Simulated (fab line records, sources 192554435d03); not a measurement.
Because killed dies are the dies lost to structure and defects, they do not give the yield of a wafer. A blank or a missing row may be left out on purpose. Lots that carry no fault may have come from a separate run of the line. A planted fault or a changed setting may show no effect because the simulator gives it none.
The tool behind it: which one? | flow n5-finfet | 11 lots, 33 wafers sampled, at 2 steps of a route of 1938

== WHAT THE GAUGES READ, wafer by wafer ==
N5_MIM_BOT_LITHO_INSPECT_12: inspects for defects (macro). Usual: 2.2 for raw-defect-count, sd 1.4.
lot  | measured     | on                | raw-defect-count | flag
L538 | day 13 03:56 | defect-inspect-02 | 1 2 1            |
L535 | day 13 10:59 | defect-inspect-01 | 2 1 4            |
L537 | day 13 13:41 | defect-inspect-01 | 3 2 1            |
L544 | day 15 09:41 | defect-inspect-02 | 1 2 2            |
L547 | day 15 12:49 | defect-inspect-02 | 3 5 4            |
L546 | day 16 00:59 | defect-inspect-02 | 5 7 1            |
L552 | day 17 10:28 | defect-inspect-01 | 2 2 4            |
L553 | day 17 12:59 | defect-inspect-02 | 2 4 1            |
L556 | day 17 13:16 | defect-inspect-02 | 1 3 1            |
L555 | day 17 18:41 | defect-inspect-02 | 1 3 3            |
L557 | day 18 23:29 | defect-inspect-02 | 0 2 3            |

== WHAT TOOL EACH LOT RAN ON (gives the tool, then ch and the chambers of the sampled wafers, and finally the start) ==
lot  | N5_MIM_TOP_ALD_02
L538 | ald-hk-01 ch 1,3, day 13 03:56 or earlier
L535 | ald-hk-02 ch 0,2,3, day 13 10:59 or earlier
L537 | ald-hk-02 ch 0,1,2, day 13 13:41 or earlier
L544 | ald-hk-01 ch 1,3, day 15 09:41 or earlier
L547 | ald-hk-01 ch 0,3, day 15 12:49 or earlier
L546 | ald-hk-03 ch 0,2,3, day 16 00:59 or earlier
L552 | ald-hk-03 ch 1,3, day 17 10:28 or earlier
L553 | ald-hk-01 ch 0,3, day 17 12:59 or earlier
L556 | ald-hk-03 ch 1,2, day 17 13:16 or earlier
L555 | ald-hk-02 ch 0,1, day 17 18:41 or earlier
L557 | ald-hk-02 ch 1,2,3, day 18 23:29 or earlier
- N5_MIM_TOP_ALD_02: deposits Al2O3, purge time 3 s, co reactant pulse time 3 s.

== WHAT THE TOOLS THEMSELVES READ (means of the sampled wafers that have a number; where no wafer has one, the mark that the record gives instead) ==
N5_MIM_TOP_ALD_02. Usual: 1.000 for precursor-pulse-height-rel, sd 0.019.
lot  | tool      | precursor-pulse-height-rel | flag
L538 | ald-hk-01 | 1.006                      |
L535 | ald-hk-02 | 1.027                      |
L537 | ald-hk-02 | 1.007                      |
L544 | ald-hk-01 | 0.973                      |
L547 | ald-hk-01 | 1.004                      |
L546 | ald-hk-03 | 1.009                      |
L552 | ald-hk-03 | 1.011                      |
L553 | ald-hk-01 | 0.994                      |
L556 | ald-hk-03 | 0.999                      |
L555 | ald-hk-02 | 1.001                      |
L557 | ald-hk-02 | 0.990                      |

== THE ANSWER, worked out from the rows above alone ==
Rule: take the mean of a lot's wafers that have a number; if it is more than 3 standard deviations from the usual mean, the lot is off. Also off: a lot with no number at a reading for which 4 or more lots have one. The other lots that the step has rows for count as sound. The gauges are gone through in route order, then the tools' own readings, and for those a lot's mean is taken as printed above. At the first step where some lot is off, the reading lying furthest off is the one used; lots without a number count as furthest.
Nothing can be told from this: no lot is off at any reading shown.

== WHAT WAS PUT IN BY THE SIMULATOR ==
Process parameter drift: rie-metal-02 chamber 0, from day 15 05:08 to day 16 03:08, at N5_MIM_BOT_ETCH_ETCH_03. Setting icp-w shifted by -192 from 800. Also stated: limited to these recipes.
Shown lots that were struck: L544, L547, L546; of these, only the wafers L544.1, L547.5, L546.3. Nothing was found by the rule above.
